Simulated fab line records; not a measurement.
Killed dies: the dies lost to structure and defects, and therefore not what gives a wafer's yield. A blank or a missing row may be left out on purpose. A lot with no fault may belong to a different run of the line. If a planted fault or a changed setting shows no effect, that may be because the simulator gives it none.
A lot that was struck, set against a sound lot :: flow n5_finfet :: 24 out of 1938 route steps
Sound: wafers L328.1, L328.2, L328.5. Wafers struck: L336.2, L336.3, L336.4. Last of all comes the cause.
For every step that has rows: the tool of each side, followed by ch and its chambers, followed by its first start. Under that, the readings that differ: sound wafers :: struck wafers :: difference of the means :: sigmas: that difference in standard deviations of wafers without a fault.
alike: a reading whose means differ by less than 2 such deviations, as well as words and numbers matching on both sides. not compared: withheld readings; readings where some wafer has no value; bounds like >300 that might hide an equal value; numbers whose values overlap and for which the record gives no deviation.
The two part at a step that has a row with sigmas, a row that says differs or no value, or rows on one side only. Numbers that don't overlap but have no deviation are shown without sigmas and don't part them. A reading that every wafer of one side lacks parts them only if that side has two wafers or more.

first, 8 steps without rows for these wafers: N5_BEOL_M5_PRE_CLEAN_77 (time 15 s); N5_BEOL_M5_CO_CAP_78 (material Co, precursor CCTBA/H2, target thk 2 nm, time 102.1 s); N5_BEOL_M5_PRE_CLEAN_55 (time 15 s); N5_BEOL_M5_DEP_56 (deposits SiCN from 3MS/NH3, target thk 8 nm, time 14 s); N5_BEOL_M6_ILD_DEP_00 (deposits SiCOH lowk from DEMS/porogen, target thk 179.75 nm, time 33.4 s); N5_BEOL_M6_CURE_74 (cures SiCOH lowk, time 240 s); N5_BEOL_M6_PECVD_70 (deposits SiO2 from TEOS/O2, target thk 20 nm, time 22.7 s); N5_BEOL_M6_HM_DEP_02 (deposits TiN, target thk 20 nm).
N5_BEOL_M6_COAT_59: time 60 s, resist thk 100 nm.
  sound on litho_track-01 ch 0, day 10 02:15; struck on litho_track-01 ch 0, day 12 06:58
reading: spin_speed_rpm (rpm)
sound: 1500.1 1500.5 1501.9
struck: 1312.1 1312.6 1313.3
difference: -188.2
sigmas: -99 or more

reading: model.SOC_of_BEOL_M6_COAT_59.thk_nm (nm)
sound: 100.2 100 100
struck: 107 107.2 107.2
difference: +7
sigmas: 
then, 9 steps without rows for these wafers: N5_BEOL_M6_COAT_60 (time 60 s, resist thk 35 nm); N5_BEOL_M6_COAT_05 (resist thk 90 nm); N5_BEOL_M6_EBR_07; N5_BEOL_M6_SOFTBAKE_06 (time 60 s); N5_BEOL_M6_EXPOSE_08 (exposes mask M6); N5_BEOL_M6_PEB_09 (peb time 60 s); N5_BEOL_M6_DEVELOP_10 (develop time 30 s); N5_BEOL_M6_DESCUM_16 (chemistry O2, time 7.9 s); N5_BEOL_M6_ETCH_61 (etches SiARC in CF4, target depth 45.5 nm, time 75.8 s).
N5_BEOL_M6_ETCH_62: etches SOC in N2/H2, target depth 110 nm, overetch 22 nm, time 165 s.
  sound on rie_diel-03 ch 0,2,3, day 10 02:48; struck on rie_diel-04 ch 0,2,3, day 12 07:31
reading: oes_product_au (a.u.)
sound: 0.65 0.63 0.67
struck: 0.69 0.78 0.79
difference: +0.10
sigmas: +2

reading: model.etch.depth_nm (nm)
sound: 100.2 100 100
struck: 107 107.2 107.2
difference: +7
sigmas: 
  alike: drypump_motor_current_A, h2_flow_sccm, rf_vpp_V, showerhead_plenum_p_Torr, throttle_valve_pct
  not compared: rf_hours_counter_h
then, 2 steps without rows for these wafers: N5_BEOL_M6_STRIP_68 (strips in N2/H2); N5_BEOL_M6_STRIP_67 (strips in CF4).
N5_BEOL_M6_HM_OPEN_17: chemistry Cl2/BCl3, target TiN, target depth 20 nm, overetch 6 nm.
  sound on rie_metal-01 ch 0,1, day 10 02:59; struck on rie_metal-01 ch 1, day 12 07:44
reading: model.SOC_of_BEOL_M6_COAT_59.thk_nm (nm)
sound: 92.2 91.8 91.8
struck: 98.8 99 98.8
difference: +6.9
sigmas: 
  alike: drypump_motor_current_A, oes_product_au, throttle_valve_pct
  not compared: rf_hours_counter_h
then, 2 steps without rows for these wafers: N5_BEOL_M6_STRIP_19 (strips in O2); N5_PASSIVATION_PROBE_49.

WHERE THEY PART
Earliest at N5_BEOL_M6_COAT_59; latest, in this record, at N5_BEOL_M6_ETCH_62. Later steps at which nothing parts them and some readings are alike: N5_BEOL_M6_HM_OPEN_17.

WHY: what the simulator had put in
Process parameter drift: litho_track-01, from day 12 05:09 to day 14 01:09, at N5_BEOL_M6_COAT_59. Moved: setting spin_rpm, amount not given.
